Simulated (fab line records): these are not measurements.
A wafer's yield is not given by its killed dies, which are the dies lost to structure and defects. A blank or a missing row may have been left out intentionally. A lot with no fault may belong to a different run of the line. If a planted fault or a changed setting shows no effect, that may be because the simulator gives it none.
Chamber matching || flow nandHarc || NHARC_P_M0_DESCUM_14 on rieDiel-01: 4 sister chambers
The step chemistry O2, time 3 s. 18 wafers are shown with their chamber, then 9 later ones without.

## WAFERS, EACH WITH ITS CHAMBER
{"wafer": "L074.1", "chamber": 3, "drypumpMotorCurrentA (A)": 6.4, "showerheadPlenumPTorr (Torr)": 1.83, "rfVppV (V)": 57.6}
{"wafer": "L074.5", "chamber": 0, "drypumpMotorCurrentA (A)": 5.9, "showerheadPlenumPTorr (Torr)": 1.97, "rfVppV (V)": 57.7}
{"wafer": "L074.6", "chamber": 1, "drypumpMotorCurrentA (A)": 5.7, "showerheadPlenumPTorr (Torr)": 2.01, "rfVppV (V)": 58.8}
{"wafer": "L075.1", "chamber": 0, "drypumpMotorCurrentA (A)": 5.9, "showerheadPlenumPTorr (Torr)": 1.97, "rfVppV (V)": 57.9}
{"wafer": "L075.4", "chamber": 2, "drypumpMotorCurrentA (A)": 5.9, "showerheadPlenumPTorr (Torr)": 1.91, "rfVppV (V)": 56.5}
{"wafer": "L075.5", "chamber": 2, "drypumpMotorCurrentA (A)": 5.9, "showerheadPlenumPTorr (Torr)": 1.90, "rfVppV (V)": 56.8}
{"wafer": "L079.3", "chamber": 1, "drypumpMotorCurrentA (A)": 5.7, "showerheadPlenumPTorr (Torr)": 2.00, "rfVppV (V)": 57.9}
{"wafer": "L079.4", "chamber": 0, "drypumpMotorCurrentA (A)": 5.9, "showerheadPlenumPTorr (Torr)": 1.96, "rfVppV (V)": 58.1}
{"wafer": "L079.5", "chamber": 1, "drypumpMotorCurrentA (A)": 5.7, "showerheadPlenumPTorr (Torr)": 2.00, "rfVppV (V)": 58.0}
{"wafer": "L082.1", "chamber": 0, "drypumpMotorCurrentA (A)": 5.9, "showerheadPlenumPTorr (Torr)": 1.96, "rfVppV (V)": 58.4}
{"wafer": "L082.3", "chamber": 1, "drypumpMotorCurrentA (A)": 5.7, "showerheadPlenumPTorr (Torr)": 2.00, "rfVppV (V)": 57.3}
{"wafer": "L082.5", "chamber": 3, "drypumpMotorCurrentA (A)": 6.3, "showerheadPlenumPTorr (Torr)": 1.82, "rfVppV (V)": 56.6}
{"wafer": "L084.1", "chamber": 2, "drypumpMotorCurrentA (A)": 5.9, "showerheadPlenumPTorr (Torr)": 1.89, "rfVppV (V)": 57.4}
{"wafer": "L084.5", "chamber": 0, "drypumpMotorCurrentA (A)": 5.9, "showerheadPlenumPTorr (Torr)": 1.96, "rfVppV (V)": 59.5}
{"wafer": "L084.6", "chamber": 3, "drypumpMotorCurrentA (A)": 6.3, "showerheadPlenumPTorr (Torr)": 1.82, "rfVppV (V)": 57.1}
{"wafer": "L091.2", "chamber": 2, "drypumpMotorCurrentA (A)": 5.9, "showerheadPlenumPTorr (Torr)": 1.89, "rfVppV (V)": 57.8}
{"wafer": "L091.5", "chamber": 3, "drypumpMotorCurrentA (A)": 6.3, "showerheadPlenumPTorr (Torr)": 1.81, "rfVppV (V)": 56.5}
{"wafer": "L091.6", "chamber": 2, "drypumpMotorCurrentA (A)": 5.9, "showerheadPlenumPTorr (Torr)": 1.89, "rfVppV (V)": 57.0}

SIGNATURES (means of the wafers above)
{"reading": "drypumpMotorCurrentA", "chamber 0": 5.900, "chamber 1": 5.700, "chamber 2": 5.900, "chamber 3": 6.325, "scatter within a chamber": 0.0231}
{"reading": "showerheadPlenumPTorr", "chamber 0": 1.9640, "chamber 1": 2.0025, "chamber 2": 1.8960, "chamber 3": 1.8200, "scatter within a chamber": 0.00715}
{"reading": "rfVppV", "chamber 0": 58.320, "chamber 1": 58.000, "chamber 2": 57.100, "chamber 3": 56.950, "scatter within a chamber": 0.595}
Rule: for each reading, subtract the chamber's mean from the wafer's reading, divide by that reading's scatter and square the result; add these up over the readings and take the root, which gives the wafer's distance from the chamber. The wafer belongs to the nearest chamber; if the next one is less than 2 further off, it can't be placed. The scatter: take each reading less its chamber's mean, square it, sum over the shown wafers, divide by the number of wafers less the number of chambers, and take the root.

## WAFERS MISSING THEIR CHAMBER
{"wafer": "L093.2", "drypumpMotorCurrentA (A)": 6.3, "showerheadPlenumPTorr (Torr)": 1.81, "rfVppV (V)": 58.3}
{"wafer": "L093.4", "drypumpMotorCurrentA (A)": 5.6, "showerheadPlenumPTorr (Torr)": 1.99, "rfVppV (V)": 58.3}
{"wafer": "L093.5", "drypumpMotorCurrentA (A)": 6.0, "showerheadPlenumPTorr (Torr)": 1.89, "rfVppV (V)": 57.8}
{"wafer": "L094.3", "drypumpMotorCurrentA (A)": 5.6, "showerheadPlenumPTorr (Torr)": 1.99, "rfVppV (V)": 57.5}
{"wafer": "L094.4", "drypumpMotorCurrentA (A)": 5.9, "showerheadPlenumPTorr (Torr)": 1.95, "rfVppV (V)": 57.8}
{"wafer": "L094.6", "drypumpMotorCurrentA (A)": 5.9, "showerheadPlenumPTorr (Torr)": 1.88, "rfVppV (V)": 58.2}
{"wafer": "L096.1", "drypumpMotorCurrentA (A)": 5.6, "showerheadPlenumPTorr (Torr)": 1.98, "rfVppV (V)": 57.5}
{"wafer": "L096.2", "drypumpMotorCurrentA (A)": 5.9, "showerheadPlenumPTorr (Torr)": 1.95, "rfVppV (V)": 58.8}
{"wafer": "L096.5", "drypumpMotorCurrentA (A)": 5.9, "showerheadPlenumPTorr (Torr)": 1.88, "rfVppV (V)": 59.0}

## THE CHAMBER EACH PASSED THROUGH
{"wafer": "L093.2", "from the rows above": 3, "in truth": 3}
{"wafer": "L093.4", "from the rows above": 1, "in truth": 1}
{"wafer": "L093.5", "from the rows above": 2, "in truth": 2}
{"wafer": "L094.3", "from the rows above": 1, "in truth": 1}
{"wafer": "L094.4", "from the rows above": 0, "in truth": 0}
{"wafer": "L094.6", "from the rows above": 2, "in truth": 2}
{"wafer": "L096.1", "from the rows above": 1, "in truth": 1}
{"wafer": "L096.2", "from the rows above": 0, "in truth": 0}
{"wafer": "L096.5", "from the rows above": 2, "in truth": 2}
Placed correctly: 9 of 9. From these rows, 0 cannot be placed. Wrongly placed: 0.
